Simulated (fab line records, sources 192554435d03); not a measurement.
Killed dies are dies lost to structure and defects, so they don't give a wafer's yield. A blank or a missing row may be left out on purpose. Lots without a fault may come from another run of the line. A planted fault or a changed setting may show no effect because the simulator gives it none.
Which tool did it? | flow n5_finfet | 24 lots, 72 wafers sampled, at 5 steps of a route of 1938

WHAT THE GAUGES READ, wafer by wafer
N5_BEOL_M4_OVL_MEAS_12.
lot  | measured     | on         | M4_OVL (nm)
L074 | day 7 19:23  | overlay-01 | 1.5 0.5 0.3
L075 | day 7 23:00  | overlay-01 | -0.5 -0.2 0.2
L077 | day 9 18:37  | overlay-01 | -0.2 -0.4 -0.4
L078 | day 10 05:40 | overlay-01 | 0.2 0.2 0.3
L076 | day 10 15:35 | overlay-01 | -1.0 -0.2 0.4
L083 | day 10 16:44 | overlay-01 | 0.3 0.4 1.6
L081 | day 10 20:19 | overlay-01 | -0.5 0.1 0.3
L080 | day 10 20:34 | overlay-02 | 1.1 0.6 1.3
L079 | day 10 23:05 | overlay-01 | 0.2 -0.6 -0.8
L082 | day 11 08:34 | overlay-02 | 1.2 0.5 0.5
L084 | day 11 12:15 | overlay-02 | 0.3 0.2 0.1
L085 | day 11 15:56 | overlay-01 | 0.2 0.0 -0.1
L088 | day 11 19:10 | overlay-01 | 0.1 -0.8 -0.7
L086 | day 11 22:50 | overlay-01 | -1.3 0.0 -0.5
L087 | day 12 04:38 | overlay-01 | 0.2 0.5 -0.1
L091 | day 12 17:23 | overlay-01 | -0.3 0.0 0.0
L089 | day 13 00:40 | overlay-01 | -0.8 -0.2 0.4
L093 | day 13 12:18 | overlay-02 | -0.1 0.5 0.1
L090 | day 13 15:59 | overlay-01 | -0.2 0.6 -0.5
L092 | day 13 19:23 | overlay-01 | -0.2 -0.4 -0.5
L094 | day 13 19:40 | overlay-02 | -0.6 -0.4 -0.2
L095 | day 13 21:07 | overlay-02 | -1.0 -0.5 0.3
L096 | day 14 01:56 | overlay-01 | -0.1 -1.3 -0.9
L097 | day 14 05:14 | overlay-02 | 0.3 0.5 0.6

WHICH TOOL RAN EACH LOT (tool, then ch and the chambers of the sampled wafers, then the start)
lot  | N5_BEOL_M3_ALD_84                   | N5_BEOL_M3_ANNEAL_49         | N5_BEOL_M3_ANNEAL_51             | N5_BEOL_M4_ILD_DEP_00
L074 | ald_metal-04 ch 1,2,3, day 7 13:37  | pvd_sputter-01, day 7 14:08  | rtp_anneal-02 ch 0, day 7 16:09  | pecvd-04 ch 0,1,2, day 7 17:02
L075 | ald_metal-03 ch 0,2, day 7 18:52    | pvd_sputter-02, day 7 19:28  | rtp_anneal-01 ch 0, day 7 21:26  | pecvd-02 ch 0,2, day 7 22:18
L077 | ald_metal-04 ch 2,3, day 9 13:11    | pvd_sputter-03, day 9 13:48  | rtp_anneal-01 ch 0, day 9 15:40  | pecvd-04 ch 0,1,2, day 9 16:35
L078 | ald_metal-02 ch 2,3, day 10 00:52   | pvd_sputter-01, day 10 01:28 | rtp_anneal-02 ch 0, day 10 03:32 | pecvd-01 ch 1,2, day 10 04:24
L076 | ald_metal-04 ch 1,2, day 10 08:42   | pvd_sputter-01, day 10 09:39 | rtp_anneal-01 ch 0, day 10 11:36 | pecvd-02 ch 0,1, day 10 12:54
L083 | ald_metal-04 ch 0,3, day 10 11:49   | pvd_sputter-03, day 10 12:29 | rtp_anneal-01 ch 0, day 10 14:27 | pecvd-02 ch 0,2, day 10 15:31
L081 | ald_metal-04 ch 0,2,3, day 10 16:01 | pvd_sputter-03, day 10 16:37 | rtp_anneal-01 ch 0, day 10 18:30 | pecvd-04 ch 1,2, day 10 19:25
L080 | ald_metal-03 ch 1,2,3, day 10 16:23 | pvd_sputter-01, day 10 17:03 | rtp_anneal-02 ch 0, day 10 18:55 | pecvd-04 ch 0,1, day 10 19:50
L079 | ald_metal-03 ch 0,1,3, day 10 16:59 | pvd_sputter-03, day 10 18:50 | rtp_anneal-01 ch 0, day 10 20:43 | pecvd-04 ch 0,1,2, day 10 21:38
L082 | ald_metal-04 ch 1,2,3, day 11 02:14 | pvd_sputter-01, day 11 02:56 | rtp_anneal-02 ch 0, day 11 04:49 | pecvd-01 ch 0,1,2, day 11 05:49
L084 | ald_metal-03 ch 1,3, day 11 05:26   | pvd_sputter-01, day 11 06:00 | rtp_anneal-02 ch 0, day 11 07:55 | pecvd-04 ch 0,1, day 11 08:47
L085 | ald_metal-03 ch 2,3, day 11 08:24   | pvd_sputter-03, day 11 10:43 | rtp_anneal-01 ch 0, day 11 12:41 | pecvd-04 ch 0,1, day 11 13:31
L088 | ald_metal-03 ch 0,2,3, day 11 13:32 | pvd_sputter-02, day 11 14:51 | rtp_anneal-02 ch 0, day 11 16:55 | pecvd-01 ch 0,1, day 11 17:50
L086 | ald_metal-04 ch 0,1,3, day 11 15:49 | pvd_sputter-03, day 11 16:37 | rtp_anneal-01 ch 0, day 11 18:30 | pecvd-01 ch 0,1, day 11 19:25
L087 | ald_metal-04 ch 0,1,3, day 11 23:19 | pvd_sputter-02, day 12 00:25 | rtp_anneal-01 ch 0, day 12 02:34 | pecvd-04 ch 0,1, day 12 03:21
L091 | ald_metal-03 ch 0,3, day 12 12:21   | pvd_sputter-03, day 12 13:05 | rtp_anneal-02 ch 0, day 12 14:58 | pecvd-04 ch 0,1,2, day 12 15:53
L089 | ald_metal-03 ch 0,2, day 12 17:19   | pvd_sputter-03, day 12 19:29 | rtp_anneal-02 ch 0, day 12 21:21 | pecvd-02 ch 0,1, day 12 22:18
L093 | ald_metal-04 ch 1,2, day 13 07:04   | pvd_sputter-02, day 13 08:04 | rtp_anneal-02 ch 0, day 13 10:03 | pecvd-04 ch 0,2, day 13 10:58
L090 | ald_metal-04 ch 0,2,3, day 13 10:13 | pvd_sputter-02, day 13 10:44 | rtp_anneal-02 ch 0, day 13 12:55 | pecvd-04 ch 0,1,2, day 13 13:50
L092 | ald_metal-04 ch 0,2,3, day 13 12:43 | pvd_sputter-01, day 13 13:29 | rtp_anneal-02 ch 0, day 13 15:28 | pecvd-04 ch 1,2, day 13 16:18
L094 | ald_metal-03 ch 1,2, day 13 12:49   | pvd_sputter-02, day 13 15:07 | rtp_anneal-01 ch 0, day 13 17:25 | pecvd-02 ch 1,2, day 13 18:22
L095 | ald_metal-03 ch 0,2,3, day 13 15:58 | pvd_sputter-01, day 13 16:56 | rtp_anneal-01 ch 0, day 13 18:49 | pecvd-04 ch 1,2, day 13 19:44
L096 | ald_metal-03 ch 1,2,3, day 13 21:07 | pvd_sputter-02, day 13 22:01 | rtp_anneal-01 ch 0, day 13 23:59 | pecvd-04 ch 0,1,2, day 14 00:49
L097 | ald_metal-04 ch 0,1,2, day 13 23:17 | pvd_sputter-03, day 13 23:52 | rtp_anneal-01 ch 0, day 14 01:44 | pecvd-01 ch 0,1,2, day 14 02:40
- N5_BEOL_M3_ALD_84: deposits TaN, pulse time 2 s, purge time 3 s, co reactant purge time 2 s.
- N5_BEOL_M3_ANNEAL_49: time 240 s.
- N5_BEOL_M3_ANNEAL_51: time 90 s.
- N5_BEOL_M4_ILD_DEP_00: deposits SiOC from DEMS/O2, target thk 79 nm, time 15.3 s.

WHAT THE TOOLS THEMSELVES READ (means of the sampled wafers that have a number; where no wafer has one, the mark that the record gives instead)
N5_BEOL_M3_ALD_84.
lot  | tool         | heater_power_w (W)
L074 | ald_metal-04 | 394
L075 | ald_metal-03 | 410
L077 | ald_metal-04 | 429
L078 | ald_metal-02 | 404
L076 | ald_metal-04 | 394
L083 | ald_metal-04 | 416
L081 | ald_metal-04 | 408
L080 | ald_metal-03 | 409
L079 | ald_metal-03 | 422
L082 | ald_metal-04 | 401
L084 | ald_metal-03 | 430
L085 | ald_metal-03 | 376
L088 | ald_metal-03 | 403
L086 | ald_metal-04 | 399
L087 | ald_metal-04 | 396
L091 | ald_metal-03 | 386
L089 | ald_metal-03 | 411
L093 | ald_metal-04 | 371
L090 | ald_metal-04 | 415
L092 | ald_metal-04 | 416
L094 | ald_metal-03 | 419
L095 | ald_metal-03 | 404
L096 | ald_metal-03 | 411
L097 | ald_metal-04 | 392

N5_BEOL_M3_ANNEAL_49.
lot  | tool           | heater_power_w (W)
L074 | pvd_sputter-01 | 942
L075 | pvd_sputter-02 | 870
L077 | pvd_sputter-03 | 860
L078 | pvd_sputter-01 | 936
L076 | pvd_sputter-01 | 926
L083 | pvd_sputter-03 | 837
L081 | pvd_sputter-03 | 829
L080 | pvd_sputter-01 | 937
L079 | pvd_sputter-03 | 837
L082 | pvd_sputter-01 | 883
L084 | pvd_sputter-01 | 852
L085 | pvd_sputter-03 | 868
L088 | pvd_sputter-02 | 845
L086 | pvd_sputter-03 | 867
L087 | pvd_sputter-02 | 838
L091 | pvd_sputter-03 | 844
L089 | pvd_sputter-03 | 872
L093 | pvd_sputter-02 | 812
L090 | pvd_sputter-02 | 834
L092 | pvd_sputter-01 | 915
L094 | pvd_sputter-02 | 779
L095 | pvd_sputter-01 | 949
L096 | pvd_sputter-02 | 813
L097 | pvd_sputter-03 | 871

N5_BEOL_M3_ANNEAL_51.
lot  | tool          | wafer_temp_C_max
L074 | rtp_anneal-02 | 226.3
L075 | rtp_anneal-01 | 226.2
L077 | rtp_anneal-01 | 225.9
L078 | rtp_anneal-02 | 226.6
L076 | rtp_anneal-01 | 226.3
L083 | rtp_anneal-01 | 226.4
L081 | rtp_anneal-01 | 226.2
L080 | rtp_anneal-02 | 226.7
L079 | rtp_anneal-01 | 226.4
L082 | rtp_anneal-02 | 226.3
L084 | rtp_anneal-02 | 226.6
L085 | rtp_anneal-01 | 226.3
L088 | rtp_anneal-02 | 226.5
L086 | rtp_anneal-01 | 226.4
L087 | rtp_anneal-01 | 226.2
L091 | rtp_anneal-02 | 226.2
L089 | rtp_anneal-02 | 226.4
L093 | rtp_anneal-02 | 226.8
L090 | rtp_anneal-02 | 226.7
L092 | rtp_anneal-02 | 226.4
L094 | rtp_anneal-01 | 226.3
L095 | rtp_anneal-01 | 226.0
L096 | rtp_anneal-01 | 226.2
L097 | rtp_anneal-01 | 226.4

N5_BEOL_M4_ILD_DEP_00.
lot  | tool     | heater_power_w (W) | showerhead_plenum_p_Torr (Torr) | throttle_valve_pct (%)
L074 | pecvd-04 | 568                | 5.692                           | 11.9
L075 | pecvd-02 | 484                | 5.710                           | 12.1
L077 | pecvd-04 | 520                | 5.686                           | 12.0
L078 | pecvd-01 | 619                | 5.704                           | 12.6
L076 | pecvd-02 | 483                | 5.701                           | 12.2
L083 | pecvd-02 | 537                | 5.694                           | 11.5
L081 | pecvd-04 | 513                | 5.702                           | 12.5
L080 | pecvd-04 | 499                | 5.683                           | 12.0
L079 | pecvd-04 | 523                | 5.689                           | 11.9
L082 | pecvd-01 | 594                | 5.697                           | 12.4
L084 | pecvd-04 | 543                | 5.691                           | 12.1
L085 | pecvd-04 | 514                | 5.672                           | 12.2
L088 | pecvd-01 | 596                | 5.690                           | 13.0
L086 | pecvd-01 | 637                | 5.699                           | 12.9
L087 | pecvd-04 | 515                | 5.689                           | 12.2
L091 | pecvd-04 | 540                | 5.690                           | 12.0
L089 | pecvd-02 | 508                | 5.704                           | 12.1
L093 | pecvd-04 | 561                | 5.681                           | 11.2
L090 | pecvd-04 | 517                | 5.688                           | 12.0
L092 | pecvd-04 | 511                | 5.702                           | 12.4
L094 | pecvd-02 | 422                | 5.699                           | 12.4
L095 | pecvd-04 | 518                | 5.699                           | 12.4
L096 | pecvd-04 | 542                | 5.690                           | 11.8
L097 | pecvd-01 | 602                | 5.703                           | 12.6

THE ANSWER, worked out from the rows above alone
Rule: what is usual is taken from the lots themselves. Put in order of their means at a reading, lots are off if they are a third of the lots or fewer, leave a main group of 4 or more, and stand apart from it by a gap of 3 or more times the standard deviation of the main group's means; of several such gaps the widest counts. A main group whose means are all the same, to the digits that the tables above print for the reading, isn't used. A lot without any number at a reading at which 4 lots or more have one is off too. The other lots that the step has rows for count as sound. The gauges are gone through in route order, then the tools' own readings, and for those a lot's mean is taken as printed above. The first step at which some lot is off is used, and at that step the reading that is off furthest; a lot without a number counts as furthest.
No lot is off at any reading shown: from this, nothing can be told.

WHAT THE SIMULATOR HAD PUT IN
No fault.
